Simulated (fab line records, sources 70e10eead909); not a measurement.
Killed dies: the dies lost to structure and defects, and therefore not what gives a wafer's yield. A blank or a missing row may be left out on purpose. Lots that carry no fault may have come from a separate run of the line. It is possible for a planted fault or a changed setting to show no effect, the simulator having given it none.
fab line records    flow nandHarc
record lots=6  wafers=18  lastDay=24
route steps=1159 shown P_BONDPAD@366 A_ZERO_WELL@390 END@1159
lots that met no fault: taken from a fault-free run of the same line
startH: start of the lot's first displayed wafer, in hours after the record's first day    waitH: hours from the lot's prior step to this one    " identical to the entry in the row above    L1.1+2: a single row standing in for several wafers    - no value, or no start was given    * or withheld: withheld    < > ~ a bound
route shown NAME@n: a module of which the file shows steps, and the number in the route of the first    usual: mean/standard deviation taken from wafers without a fault    same: alike in all rows    chamber/n: place in a boat    sites: per-site readings    _std_site: the values' standard deviation    _edge_site: inner sites' mean taken away from outer sites' mean    radiusMm: how far each site lies from the wafer's centre    mask NAME#n: copy n    behind: the most recent tool/chamber to have shaped the wafer    hold: cause of the lot's hold/its duration in hours/its outcome    device: which transistor (n, p or np) failed to switch    end of line: the route-end tests of the same wafers    where a step has no rows: the recipe by itself    killed: dies lost to structure and defects at the first sort, not the wafer's yield    map: a wafer's dies, x killed, . not, _ none there
set.NAME: the setting the step ran with; set.NAME@STEP: the setting that earlier step ran with    model.NAME: the simulator's own value behind a step, which no gauge read
certain route steps with their lots: each step a table, each wafer a row
services: a tool's chamber out of use, with start hour (startH, from the record's first day; less than 0 if before it), hours out, and reason
## steps
# step NHARC_P_BONDPAD_HARDBAKE_10
# recipe tempC=118  timeS=65
# step NHARC_P_BONDPAD_DESCUM_11
# recipe timeS=3  o2FlowSccm=200  arFlowSccm=0  biasPowerW=0  chemistry=O2
# step NHARC_P_BONDPAD_ETCH_37
# recipe targetDepthA=600  overetchA=180  timeS=65.91  ionEnergyEv=200  n2FlowSccm=150  h2FlowSccm=150  arFlowSccm=0  rfW=400  biasW=150  chemistry=N2/H2
# usual drypumpMotorCurrentA=6.1/0.35  oesProductAu=1.004/0.0082  rfVppV=429/3.3  showerheadPlenumPTorr=2.00/0.12  throttleValvePct=14.172/0.0083
lot.wafer  tool        chamber  startH  waitH  drypumpMotorCurrentA  oesProductAu  rfHoursCounterH  rfVppV  showerheadPlenumPTorr  throttleValvePct
L795.3     rieDiel-05  2        154.44  0.1    6.3                   1.014         49               426     1.89                   14.170
L795.2     "           3        "       "      4.8                   1.008         56               429     1.99                   14.175
L795.6     "           3        "       "      4.8                   1.006         -                430     1.99                   14.173
L796.1     rieDiel-13  2        159.32  0.1    6.5                   1.020         5                427     1.91                   14.170
L796.2     "           3        "       "      5.9                   1.019         4                430     2.00                   14.165
L796.3     "           1        "       "      6.2                   1.007         5                435     2.20                   14.162
L798.3     rieDiel-05  1        172.99  0.1    6.0                   1.017         0                430     1.98                   14.171
L798.4     "           2        "       "      6.3                   1.008         0                435     2.22                   14.171
L798.1     "           3        "       "      4.8                   1.014         0                429     1.99                   14.166
L802.4     rieDiel-13  3        209.70  0.1    5.9                   0.998         10               430     1.99                   14.171
L802.2     "           1        "       "      6.3                   0.995         11               436     2.19                   14.165
L802.6     "           0        "       "      6.0                   1.012         -                426     1.89                   14.181
L810.1     rieDiel-13  2        242.80  0.1    6.5                   1.010         13               427     1.91                   14.175
L810.2     "           3        "       "      5.9                   0.997         13               429     1.99                   14.178
L810.5     "           2        "       "      6.5                   1.010         -                425     1.91                   14.160
L814.4     rieDiel-13  0        263.68  0.1    6.0                   1.014         16               427     1.89                   14.173
L814.3     "           1        "       "      6.2                   1.011         17               433     2.19                   14.174
L814.6     "           2        "       "      6.4                   1.003         -                428     1.91                   14.170
# step NHARC_P_BONDPAD_ETCH_12
# recipe targetDepthA=2000  timeS=100  chf3FlowSccm=50  o2FlowSccm=10  arFlowSccm=200  rfW=500  biasW=200  chemistry=CHF3/O2
# usual drypumpMotorCurrentA=6.1/0.34  oesProductAu=0.942/0.02  rfVppV=369.7/2.8  showerheadPlenumPTorr=2.36/0.13  throttleValvePct=20.572/0.0096
lot.wafer  tool        chamber  startH  waitH  drypumpMotorCurrentA  oesProductAu  rfHoursCounterH  rfVppV  showerheadPlenumPTorr  throttleValvePct
L795.2     rieDiel-05  2        -       -      6.3                   0.958         50               367.0   2.23                   20.574
L795.3     "           0        "       "      5.8                   0.937         58               368.0   2.27                   20.569
L795.6     "           2        "       "      6.3                   0.949         -                367.3   2.23                   20.562
L796.2     rieDiel-13  3        -       -      5.9                   0.930         4                369.3   2.35                   20.575
L796.1     "           0        "       "      6.0                   0.936         5                367.8   2.24                   20.578
L796.3     "           1        "       "      6.2                   0.919         5                374.6   2.57                   20.572
L798.1     rieDiel-05  2        -       -      6.4                   0.972         0                374.4   2.60                   20.574
L798.3     "           3        "       "      4.8                   0.985         0                368.6   2.35                   20.573
L798.4     "           0        "       "      5.9                   0.967         0                368.0   2.27                   20.575
L802.2     rieDiel-13  3        -       -      5.9                   0.915         10               370.0   2.35                   20.560
L802.4     "           0        "       "      6.0                   0.921         11               367.2   2.24                   20.573
L802.6     "           3        "       "      5.9                   0.921         -                368.5   2.35                   20.583
L810.1     rieDiel-13  0        -       -      6.0                   0.933         14               366.2   2.24                   20.585
L810.2     "           1        "       "      6.2                   0.927         14               374.3   2.57                   20.574
L810.5     "           1        "       "      6.2                   0.918         -                374.1   2.57                   20.566
L814.3     rieDiel-13  1        -       -      6.2                   0.977         17               373.2   2.57                   20.565
L814.4     "           2        "       "      6.5                   0.962         15               366.6   2.26                   20.566
L814.6     "           2        "       "      6.5                   0.953         -                367.1   2.26                   20.567
# step NHARC_P_BONDPAD_CD_MEAS_13
# usual cdNm=500.3/2.7
lot.wafer  tool      chamber  startH  waitH  cdNm
L795.2     cdSem-02  -        154.73  -      499.3
L795.3     "         -        "       "      502.6
L795.6     "         -        "       "      501.8
L796.1     cdSem-03  -        159.54  -      502.0
L796.2     "         -        "       "      497.4
L796.3     "         -        "       "      500.1
L798.1     cdSem-02  -        173.21  -      500.3
L798.3     "         -        "       "      502.9
L798.4     "         -        "       "      504.0
L802.2     cdSem-03  -        209.94  -      496.5
L802.4     "         -        "       "      501.4
L802.6     "         -        "       "      500.9
L810.1     cdSem-01  -        243.02  -      502.3
L810.2     "         -        "       "      500.1
L810.5     "         -        "       "      498.7
L814.3     cdSem-01  -        263.91  -      504.8
L814.4     "         -        "       "      502.5
L814.6     "         -        "       "      504.6
# step NHARC_P_BONDPAD_STRIP_15
# recipe o2FlowSccm=500  arFlowSccm=0  biasW=0  chemistry=O2
# usual drypumpMotorCurrentA=6.12/0.28  oesProductAu=1.005/0.0092  rfVppV=57.6/0.83  showerheadPlenumPTorr=3.48/0.19  throttleValvePct=17.035/0.0087
lot.wafer  tool        chamber  startH  waitH  drypumpMotorCurrentA  oesProductAu  rfHoursCounterH  rfVppV  showerheadPlenumPTorr  throttleValvePct
L795.2     rieDiel-13  2        154.85  0.1    6.47                  1.015         4                55.8    3.33                   17.029
L795.3     "           3        "       "      5.90                  1.020         4                56.4    3.46                   17.041
L795.6     "           2        "       "      6.44                  1.017         -                57.6    3.33                   17.032
L796.1     rieDiel-13  0        159.63  0.1    6.03                  1.019         5                58.8    3.29                   17.037
L796.3     "           1        "       "      6.30                  1.008         5                57.7    3.77                   17.039
L796.2     "           2        "       "      6.47                  1.021         5                56.7    3.33                   17.052
L798.3     rieDiel-13  2        173.30  0.1    6.44                  1.010         6                57.2    3.33                   17.021
L798.4     "           3        "       "      5.86                  1.005         5                57.7    3.46                   17.049
L798.1     "           0        "       "      6.03                  1.001         6                56.3    3.29                   17.032
L802.4     rieDiel-05  2        210.03  0.1    6.34                  1.017         15               59.7    3.80                   17.034
L802.2     "           0        "       "      5.88                  0.994         16               58.0    3.33                   17.040
L802.6     "           1        "       "      5.94                  1.018         -                58.1    3.42                   17.040
L810.2     rieDiel-13  0        243.10  0.1    6.04                  1.003         14               58.0    3.29                   17.046
L810.1     "           1        "       "      6.25                  0.996         14               59.8    3.77                   17.043
L810.5     "           0        "       "      6.04                  1.005         -                56.8    3.29                   17.026
L814.4     rieDiel-13  2        263.99  0.1    6.43                  0.992         15               56.1    3.33                   17.033
L814.3     "           0        "       "      6.01                  1.008         16               57.1    3.29                   17.030
L814.6     "           1        "       "      6.24                  0.987         -                58.8    3.77                   17.032
# step NHARC_P_BONDPAD_ETCH_24
# recipe targetDepthA=300  overEtchFrac=0.3  timeS=72.99  ionEnergyEv=150  cf4FlowSccm=50  n2FlowSccm=100  arFlowSccm=150  rfW=300  biasW=100  chemistry=CF4/N2
# step NHARC_P_BONDPAD_STRIP_16
# recipe timeS=600  tempC=30  chemistry=postEtchResidueRemover
# step NHARC_P_BONDPAD_DEGAS_25
# recipe tempC=300  timeS=60
# step NHARC_P_BONDPAD_PRE_CLEAN_26
# recipe timeS=30  tempC=280  gas=H2/He
# step NHARC_P_BONDPAD_PVD_17
# recipe targetThkA=50  biasV=168.6  powerW=15000  chamberPressurePa=0.12  timeS=8.06  substrateTempC=50  material=TaN
# usual cathodeDcPowerW=15000/2.7  substrateTempC=50.00/0.12  throttleValvePct=29.8/1.2
lot.wafer  tool           chamber  startH  waitH  cathodeDcPowerW  substrateTempC  throttleValvePct
L795.3     pvdSputter-02  -        -       -      15001            50.08           30.4
L795.2     "              -        "       "      14999            49.85           27.4
L795.6     "              -        "       "      15002            50.22           30.3
L796.1     pvdSputter-03  -        -       -      15003            49.96           31.0
L796.2     "              -        "       "      15003            49.92           29.6
L796.3     "              -        "       "      14997            49.95           30.2
L798.4     pvdSputter-02  -        -       -      14999            49.98           27.3
L798.3     "              -        "       "      14998            50.12           30.8
L798.1     "              -        "       "      15007            49.86           28.8
L802.2     pvdSputter-03  -        -       -      14996            50.07           28.6
L802.4     "              -        "       "      14999            50.00           30.0
L802.6     "              -        "       "      15000            50.14           29.7
L810.2     pvdSputter-03  -        -       -      15001            50.27           28.6
L810.1     "              -        "       "      15001            49.93           30.3
L810.5     "              -        "       "      15005            50.00           28.5
L814.3     pvdSputter-01  -        -       -      15000            49.91           30.3
L814.4     "              -        "       "      15000            49.97           31.4
L814.6     "              -        "       "      15002            50.06           30.6
# step NHARC_P_BONDPAD_PVD_27
# recipe targetThkA=300  chamberPressurePa=5  powerW=5000  substrateTempC=30  timeS=20.49  material=Cu
# step NHARC_P_BONDPAD_ECD_18
# recipe targetThkA=4000  bathTempC=25  material=Cu
# usual bathHeatDutyPct=6.6/0.64
lot.wafer  tool      chamber  startH  waitH  bathHeatDutyPct
L795.2     ecdCu-02  1        155.91  -      7.0
L795.3     "         1        "       "      7.7
L795.6     "         0        "       "      5.9
L796.1     ecdCu-01  1        160.54  -      6.3
L796.2     "         0        "       "      5.2
L796.3     "         0        "       "      6.4
L798.1     ecdCu-02  1        174.25  -      6.5
L798.3     "         0        "       "      6.9
L798.4     "         1        "       "      7.2
L802.2     ecdCu-02  1        210.94  -      7.5
L802.4     "         0        "       "      7.3
L802.6     "         1        "       "      7.2
L810.2     ecdCu-01  0        244.01  -      6.1
L810.1     "         1        "       "      6.3
L810.5     "         0        "       "      5.7
L814.4     ecdCu-02  1        265.02  -      7.5
L814.3     "         0        "       "      5.9
L814.6     "         1        "       "      7.1
# step NHARC_P_BONDPAD_ANNEAL_28
# recipe tempC=225  timeS=90
# step NHARC_P_BONDPAD_CMP_19
# recipe tOverpolishS=30  cuRecessTouchS=16  targetThkNm=160.81
# step NHARC_P_BONDPAD_THK_MEAS_20
# recipe thkMeasGauge=xrf
# usual thkNm=161.2/1.7
lot.wafer  tool          chamber  startH  waitH  thkNm
L795.2     filmMetro-01  -        156.98  -      162.1
L795.3     "             -        "       "      163.0
L795.6     "             -        "       "      161.2
L796.1     filmMetro-02  -        161.76  -      163.2
L796.2     "             -        "       "      161.8
L796.3     "             -        "       "      160.7
L798.1     filmMetro-02  -        175.23  -      160.7
L798.3     "             -        "       "      157.7
L798.4     "             -        "       "      157.6
L802.2     filmMetro-02  -        211.98  -      159.4
L802.4     "             -        "       "      160.0
L802.6     "             -        "       "      163.9
L810.1     filmMetro-01  -        245.06  -      164.3
L810.2     "             -        "       "      159.2
L810.5     "             -        "       "      159.7
L814.3     filmMetro-02  -        265.97  -      160.0
L814.4     "             -        "       "      162.6
L814.6     "             -        "       "      163.2
# step NHARC_P_BONDPAD_SRD_21
# recipe timeS=30  tempC=23  dryTimeS=20  spinRpm=1500
# step NHARC_P_BONDPAD_ACTIVATE_29
# recipe timeS=60  n2FlowSccm=200  arFlowSccm=0  biasPowerW=0  chemistry=N2
# usual drypumpMotorCurrentA=6.0/0.39  oesProductAu=1.007/0.0089  rfVppV=64.1/1  showerheadPlenumPTorr=1.75/0.1
lot.wafer  tool        chamber  startH  waitH  drypumpMotorCurrentA  oesProductAu  rfHoursCounterH  rfVppV  showerheadPlenumPTorr
L795.3     rieDiel-13  0        157.26  0.1    6.0                   1.011         4                63.0    1.64
L795.2     "           3        "       "      5.9                   1.012         4                64.7    1.73
L795.6     "           0        "       "      6.0                   1.011         -                63.9    1.64
L796.2     rieDiel-13  2        162.05  0.1    6.4                   1.013         5                64.6    1.66
L796.3     "           3        "       "      5.9                   1.016         5                62.9    1.73
L796.1     "           1        "       "      6.3                   1.005         5                65.4    1.90
L798.4     rieDiel-13  1        175.50  0.1    6.3                   1.009         6                65.6    1.90
L798.1     "           2        "       "      6.5                   1.012         6                64.3    1.66
L798.3     "           0        "       "      6.0                   1.003         6                63.1    1.64
L802.4     rieDiel-05  1        212.26  0.1    6.0                   1.015         19               64.0    1.71
L802.2     "           3        "       "      4.8                   1.018         14               65.0    1.72
L802.6     "           1        "       "      6.0                   1.018         -                63.9    1.71
L810.1     rieDiel-13  2        245.33  0.1    6.5                   1.020         13               61.7    1.66
L810.2     "           0        "       "      6.0                   1.019         14               64.2    1.64
L810.5     "           1        "       "      6.2                   0.998         -                66.0    1.90
L814.3     rieDiel-05  2        266.29  0.1    6.3                   1.015         36               66.3    1.91
L814.4     "           0        "       "      5.9                   0.996         37               63.9    1.66
L814.6     "           2        "       "      6.3                   1.006         -                63.6    1.91
# step NHARC_P_BONDPAD_PRECLEAN_30
# recipe timeS=300  tempC=23  chemistry=DIW
# step NHARC_P_BONDPAD_SRD_31
# recipe timeS=30  tempC=23  dryTimeS=20  spinRpm=1500
# step NHARC_A_ZERO_WELL_PRECLEAN_00
# recipe timeS=600  tempC=120  chemistry=SPM
# step NHARC_A_ZERO_WELL_SRD_01
# step NHARC_A_ZERO_WELL_DEHYDRATE_02
# recipe tempC=150  timeS=120
# step NHARC_A_ZERO_WELL_HMDS_03
# recipe timeS=30
# step NHARC_A_ZERO_WELL_COAT_18
# recipe tempC=200  timeS=65
# step NHARC_A_ZERO_WELL_COAT_04
# recipe spinRpm=2000  resistThkNm=600
# step NHARC_A_ZERO_WELL_SOFTBAKE_05
# recipe tempC=125  timeS=70
# step NHARC_A_ZERO_WELL_EBR_06
# step NHARC_A_ZERO_WELL_EXPOSE_07
# recipe na=0.55  doseMj=33.85  maskId=A_ZERO
# step NHARC_A_ZERO_WELL_PEB_08
# recipe pebTempC=128  pebTimeS=80
# step NHARC_A_ZERO_WELL_DEVELOP_09
# recipe timeS=50  devTempC=22
# step NHARC_A_ZERO_WELL_CD_MEAS_10
# recipe targetCdNm=2000  landingEnergyEv=500
# usual cdNm=2000.5/2.5
# same landingEnergyEv=500
lot.wafer  tool      chamber  startH  waitH  cdNm
L795.2     cdSem-03  0        158.38  -      2000.5
L795.3     "         0        "       "      1998.4
L795.6     "         0        "       "      2000.5
L796.1     cdSem-03  0        163.17  -      2000.3
L796.2     "         0        "       "      1999.0
L796.3     "         0        "       "      2002.2
L798.1     cdSem-01  0        176.64  -      2001.1
L798.3     "         0        "       "      2000.8
L798.4     "         0        "       "      2001.0
L802.2     cdSem-02  0        213.51  -      2004.0
L802.4     "         0        "       "      2004.6
L802.6     "         0        "       "      2001.4
L810.1     cdSem-03  0        246.45  -      2000.8
L810.2     "         0        "       "      1997.9
L810.5     "         0        "       "      1994.8
L814.3     cdSem-01  0        267.52  -      2001.9
L814.4     "         0        "       "      2001.0
L814.6     "         0        "       "      2002.4
# step NHARC_A_ZERO_WELL_HARDBAKE_11
# recipe tempC=118  timeS=65
# step NHARC_A_ZERO_WELL_DESCUM_12
# recipe timeS=3  o2FlowSccm=200  arFlowSccm=0  biasPowerW=0  chemistry=O2
# step NHARC_A_ZERO_WELL_ETCH_19
# recipe targetDepthA=800  overetchA=240  timeS=87.88  ionEnergyEv=200  n2FlowSccm=150  h2FlowSccm=150  arFlowSccm=0  rfW=400  biasW=150  chemistry=N2/H2
# step NHARC_A_ZERO_WELL_ETCH_13
# recipe targetDepthA=1200  timeS=40.1  hbrFlowSccm=150  cl2FlowSccm=50  rfW=400  icpW=400  biasW=100  chemistry=HBr/Cl2
# step NHARC_A_ZERO_WELL_STRIP_14
# recipe timeS=900  tempC=130  chemistry=SPM
# step NHARC_END_SORT_01
# recipe tempC=25
# usual defectLimitedYield=95.1/1.5  killedAtArray=29/10  killedAtOther=0.7/1  killedAtPeriphery=3.7/2.6  killedDies=33/10  killedOpen=3.4/1.8  killedShort=1.8/1.3  sort_bin_2_pct=1.5/0.64  sort_bin_3_pct=0.29/0.24  sort_bin_4_pct=3.1/0.95  sortNPass=644/10  sortRimYieldPct=96.9/2.6  sortYieldPct=95.1/1.5
# same grossDies=677  sort_bin_5_pct[%]=0  sort_bin_6_pct[%]=0  sort_bin_7_pct[%]=0  sort_bin_8_pct[%]=0  sortRimNGross=106.00
lot.wafer  tool       chamber  startH  waitH  defectLimitedYield[%]  killedAtArray  killedAtOther  killedAtPeriphery  killedDies  killedOpen  killedShort  sort_bin_2_pct[%]  sort_bin_3_pct[%]  sort_bin_4_pct[%]  sortNPass  sortRimYieldPct[%]  sortYieldPct[%]
L796.1     prober-01  0        463.51  2.5    95.3                   26             2              4                  32          7           3            1.3                0.30               3.1                645        99.1                95.3
L796.2     prober-01  0        464.32  2.8    96.6                   22             0              1                  23          2           1            0.9                0.30               2.2                654        99.1                96.6
L796.3     prober-01  0        465.13  3.1    94.7                   32             1              3                  36          4           1            1.0                0.15               4.1                641        93.4                94.7
L798.1     prober-02  0        483.91  2.5    31.9                   14             1              446                461         3           1            24.5               5.61               38.0               216        29.2                31.9
L798.3     prober-02  0        485.53  3.1    30.7                   21             0              448                469         3           2            26.9               8.57               33.8               208        34.0                30.7
L798.4     prober-02  0        486.34  3.4    31.2                   16             0              450                466         1           1            27.8               5.76               35.3               211        30.2                31.2
L802.2     prober-02  0        508.75  2.8    26.6                   14             0              483                497         2           1            29.0               4.87               39.6               180        28.3                26.6
L802.4     prober-02  0        510.34  3.4    31.5                   17             0              447                464         3           5            27.2               6.79               34.6               213        35.8                31.5
L802.6     prober-02  0        511.94  4.0    32.9                   18             1              435                454         2           2            23.9               6.06               37.1               223        39.6                32.9
L810.1     prober-02  0        551.49  2.5    95.9                   20             1              7                  28          3           5            1.9                0.15               2.1                649        97.2                95.9
L810.2     prober-02  0        552.29  2.8    96.8                   19             1              2                  22          2           3            0.7                0.15               2.4                655        100.0               96.8
L810.5     prober-02  0        554.69  3.7    96.0                   21             0              6                  27          4           4            1.8                0.30               1.9                650        98.1                96.0
L814.3     prober-01  0        575.66  3.1    93.6                   40             0              3                  43          6           2            2.4                0                  4.0                634        95.3                93.6
L814.4     prober-01  0        576.46  3.4    93.5                   40             1              3                  44          6           2            1.8                0.30               4.4                633        99.1                93.5
L814.6     prober-01  0        578.05  4.0    93.8                   40             0              2                  42          5           2            2.4                0.15               3.7                635        98.1                93.8
# killed by level:class
L796.1 A_SLIT:chamberFilmFlake=6 A_CONTACT:chamberFilmFlake=6 A_CHANNEL_HOLE_D1:chamberFilmFlake=5 P_ZERO_WELL:chamberFilmFlake=3 A_ONON_D1:geometricParticle:open=2 A_CONTACT:geometricParticle:open=2 P_CONTACT:geometricParticle:open=1 A_ONON_D1:geometricParticle:short=1
L796.2 A_SLIT:chamberFilmFlake=8 A_CONTACT:chamberFilmFlake=6 A_CHANNEL_HOLE_D1:chamberFilmFlake=3 A_STAIRCASE:chamberFilmFlake=2 P_M0:geometricParticle:open=1 A_CONTACT:geometricParticle:open=1 A_CONTACT:geometricParticle:short=1 A_ZERO_WELL:chamberFilmFlake=1
L796.3 A_SLIT:chamberFilmFlake=11 A_CONTACT:chamberFilmFlake=6 A_STAIRCASE:chamberFilmFlake=4 A_WL_FILL:chamberFilmFlake=4 A_CHANNEL_HOLE_D1:chamberFilmFlake=3 A_CONTACT:geometricParticle:open=2 P_ZERO_WELL:chamberFilmFlake=2 P_CONTACT:geometricParticle:open=1
L798.1 P_BONDPAD:unspecified=444 A_CHANNEL_HOLE_D1:chamberFilmFlake=6 A_CONTACT:chamberFilmFlake=3 P_CONTACT:geometricParticle:open=1 A_ONON_D1:geometricParticle:open=1 A_WL_FILL:geometricParticle:open=1 A_BLC:geometricParticle:short=1 P_BONDPAD:chamberFilmFlake=1
L798.3 P_BONDPAD:unspecified=445 A_CHANNEL_HOLE_D1:chamberFilmFlake=8 A_STAIRCASE:chamberFilmFlake=5 A_M1:chamberFilmFlake=3 A_CHANNEL_FILL_D1:geometricParticle:open=2 P_M0:geometricParticle:open=1 A_ONON_D1:geometricParticle:short=1 A_CHANNEL_HOLE_D1:geometricParticle:short=1
L798.4 P_BONDPAD:unspecified=444 A_CHANNEL_HOLE_D1:chamberFilmFlake=9 A_STAIRCASE:chamberFilmFlake=4 P_BONDPAD:chamberFilmFlake=3 P_STI:chamberFilmFlake=2 A_CHANNEL_FILL_D1:geometricParticle:short=1 A_CONTACT:geometricParticle:open=1 P_ZERO_WELL:chamberFilmFlake=1
L802.2 P_BONDPAD:unspecified=483 A_SLIT:chamberFilmFlake=6 A_M0:geometricParticle:open=2 A_CHANNEL_HOLE_D1:chamberFilmFlake=2 A_STAIRCASE:chamberFilmFlake=2 A_SOURCE_PLATE:geometricParticle:short=1 A_CONTACT:chamberFilmFlake=1
L802.4 P_BONDPAD:unspecified=445 A_SLIT:chamberFilmFlake=11 A_WL_FILL:geometricParticle:short=2 P_STI:geometricParticle:short=1 P_CONTACT:geometricParticle:open=1 A_ONON_D1:geometricParticle:short=1 A_CHANNEL_FILL_D1:geometricParticle:short=1 A_CONTACT:geometricParticle:open=1
L802.6 P_BONDPAD:unspecified=432 A_SLIT:chamberFilmFlake=6 A_CONTACT:chamberFilmFlake=4 A_STAIRCASE:chamberFilmFlake=3 P_M0:geometricParticle:open=1 A_ONON_D1:geometricParticle:short=1 A_WL_FILL:geometricParticle:open=1 A_WL_FILL:geometricParticle:short=1
L810.1 A_CHANNEL_HOLE_D1:chamberFilmFlake=8 A_STAIRCASE:chamberFilmFlake=3 A_WL_FILL:chamberFilmFlake=3 A_ONON_D1:geometricParticle:open=2 P_GATE:chamberFilmFlake=2 P_GATE:geometricParticle:short=1 P_CONTACT:geometricParticle:open=1 P_CONTACT:geometricParticle:short=1
L810.2 A_CHANNEL_HOLE_D1:chamberFilmFlake=7 A_WL_FILL:chamberFilmFlake=3 A_CONTACT:geometricParticle:open=2 A_STAIRCASE:chamberFilmFlake=2 A_CONTACT:chamberFilmFlake=2 A_CHANNEL_FILL_D1:geometricParticle:short=1 A_WL_FILL:geometricParticle:short=1 A_M0:geometricParticle:short=1
L810.5 A_CHANNEL_HOLE_D1:chamberFilmFlake=6 A_CONTACT:chamberFilmFlake=5 A_WL_FILL:chamberFilmFlake=4 P_ZERO_WELL:chamberFilmFlake=3 P_CONTACT:geometricParticle:short=2 P_CONTACT:geometricParticle:open=1 A_ONON_D1:geometricParticle:open=1 A_CHANNEL_FILL_D1:geometricParticle:open=1
L814.3 A_CONTACT:chamberFilmFlake=13 A_SLIT:chamberFilmFlake=12 A_CHANNEL_HOLE_D1:chamberFilmFlake=9 A_BLC:geometricParticle:short=2 P_STI:geometricParticle:open=1 P_CONTACT:geometricParticle:open=1 A_CHANNEL_HOLE_D1:geometricParticle:open=1 A_SGD_CUT:geometricParticle:open=1
L814.4 A_SLIT:chamberFilmFlake=17 A_CONTACT:chamberFilmFlake=9 A_CHANNEL_HOLE_D1:chamberFilmFlake=7 P_M1:geometricParticle:open=2 A_CHANNEL_FILL_D1:geometricParticle:open=1 A_CHANNEL_FILL_D1:geometricParticle:short=1 A_STAIRCASE:geometricParticle:short=1 A_SGD_CUT:geometricParticle:open=1
L814.6 A_SLIT:chamberFilmFlake=18 A_CHANNEL_HOLE_D1:chamberFilmFlake=9 A_CONTACT:chamberFilmFlake=3 A_CHANNEL_FILL_D1:geometricParticle:open=2 A_CONTACT:geometricParticle:open=2 P_STI:chamberFilmFlake=2 A_WL_FILL:chamberFilmFlake=2 A_CHANNEL_FILL_D1:geometricParticle:short=1
# map L798.3 (x killed, . not)
____________x____________
_________x.xx.x._________
_______xx.x..xx.x._______
______..xxxxxxxxxx.______
_____x....xx..xx...x_____
____.xxx.xxxxxxxxxxxx____
____xxxxx..xx.xx.xxx.____
___x.x.xx.xxxxxx.xxx.x___
___xxxx..xx.xxx..x.xxx___
__x.xxxxxxxxxxxxxx..xx.__
__xxxxxxxxx...x.xx.x..x__
_..x..x..xxxxxx..xx..xx._
_.x.xx.x.x...xx.xx..xxx._
_x..xxxxxxxxxxxxxx.xxxxx_
_xx..x.x.x.x.xxxxxx..x.x_
_xx..xxxxx..xx.x..xxxxxx_
.xxxxxx..xx.xxx.xxx.xxx.x
xxx....xxxx.xxx..xxxxxxxx
xxxxxx.xx.x.xxx.xxx.xxxxx
x..xxxxx.x.xxx.xx.xxxxx.x
x..xxxxx..x.x.xxx.xx.xx.x
_.xxx.xxxxx..xx.x.xxxxxx_
_xxxxxxx..x.xx.xx.xxxxxx_
_.xx...x.xxx.xxxxxxxx.x._
_..xxx.xx.x.xx.xx..xxxx._
_x.x.xx.xx.xx...xxxxxxxx_
__xxxx..xxxxx...xx.xxx.__
__xxxxxx.x.x.xx..xx..x.__
___.xx..x..xxx.xx...xx___
___xxxx.xxxx.xxx..x.xx___
____x.x.xx.xxxxxxx.xx____
____xxxxxxxx.x.x.xxxx____
_____xxxxx.x.xxxxxxx_____
______xxx.x.xxxxxxx______
_______.x.xx.xx.x._______
_________.xxx..x_________
____________x____________
# map L802.2 (x killed, . not)
____________x____________
_________x.x.xxx_________
_______x.xxxxxxxxx_______
______xxxx.xxxxxx.x______
_____xxxxxxxxx.xxxx._____
____.xxx.xxx..xxxxxxx____
____xxxx.x.xxx.x.xxxx____
___x.xxxxxxxx.x..xxx.x___
___.xxxxx.xx.xxxx.xxxx___
__xx.x.xxxxxxxx.x.x...x__
__..x.x.x.x.xxx.xxx.xxx__
_.xxxx..xx.xxx.xx.xxxxx._
_..xxxxxxxxxxxxx.xx.xxxx_
_xxx..x..xxxx.xx.xxx.x.x_
_x.xxxxx.xx..xxx.xxxx..x_
_x.xxx.xxxxxx...xxx.xx.._
xxxxxx.xxxxxxxxxxx.xxxxxx
.x.xxxxxx.x.xx.x.xxxx.xxx
x.x.x..x.xxx.xxxx.xxxxxx.
xxxxxx.x.xxxxxxx.xxx.xxx.
xx.xxxx.xx.x.xxxxx.xxxxxx
_xx...xxxx..xxxxxx.xxxxx_
_.x.xx..xxxx.xxx.xxxxxxx_
_xxxxxxxx.x..x.xx.x..xxx_
_xxxxxxxxxxxxx.xxx.xx..x_
_....xxx....x.xxxxx.xxxx_
__.xx.xxxx.xxx.x.xxxx..__
__..xxxxx..xxx.xxxx.x.x__
___xxxxxxxxxxx.xxxxxxx___
___xxxxxxxxx.xx.xxxxxx___
____.x.xx..xxxxxxxxxx____
____x..xx.x...xx...xx____
_____x.....x.xx.xxx._____
______x.xxxxxx.xxxx______
_______xxx.x.x.xx._______
_________..x.xxx_________
____________x____________
## services
tool           chamber  startH  hours  kind
rieDiel-13     0        132.50  -      clean
rieDiel-13     1        132.50  -      clean
rieDiel-13     2        132.50  -      clean
rieDiel-13     3        132.50  -      clean
ecdCu-01       -        133.24  1.6    repair
rieDiel-05     2        139.06  1.9    repair
pvdSputter-02  -        148.48  3.7    repair
rieDiel-13     0        157.00  -      clean
rieDiel-13     1        157.00  -      clean
rieDiel-13     2        157.00  -      clean
rieDiel-13     3        157.00  -      clean
pvdSputter-01  -        158.00  10.0   pm
rieDiel-05     3        162.13  6.2    repair
ecdCu-01       -        162.82  2.4    repair
rieDiel-05     -        163.75  9.0    pm
rieDiel-13     -        174.85  0.5    repair
pvdSputter-03  -        176.10  4.3    repair
ecdCu-02       -        180.16  8.0    pm
pvdSputter-03  -        184.20  6.2    repair
rieDiel-13     2        209.92  5.3    repair
pvdSputter-02  -        214.00  10.0   pm
pvdSputter-02  -        241.48  1.1    repair
pvdSputter-01  -        248.87  13.3   repair
rieDiel-13     2        252.72  7.3    repair
## key
firstSign step=NHARC_END_SORT_01  reading=killedAtPeriphery  direction=up  sigmas=99+  usual=3.7  struck=451.5
effect step=NHARC_END_SORT_01  reading=defectLimitedYield  direction=down  sigmas=43  usual=95.1  struck=30.8
moreKillsBornAt NHARC_P_BONDPAD_ECD_18@ecdCu-02=2693
metAt NHARC_P_BONDPAD_ECD_18
struckWafers L798.1,L798.3,L798.4,L802.2,L802.4,L802.6
onsetBetween 155.91 174.25
fault kind=chamberParticleSource  tool=ecdCu-02  chamber=-  onsetH=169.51  steps=NHARC_P_BONDPAD_ECD_18  ratePerVisitCm2=1.1942  endH=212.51
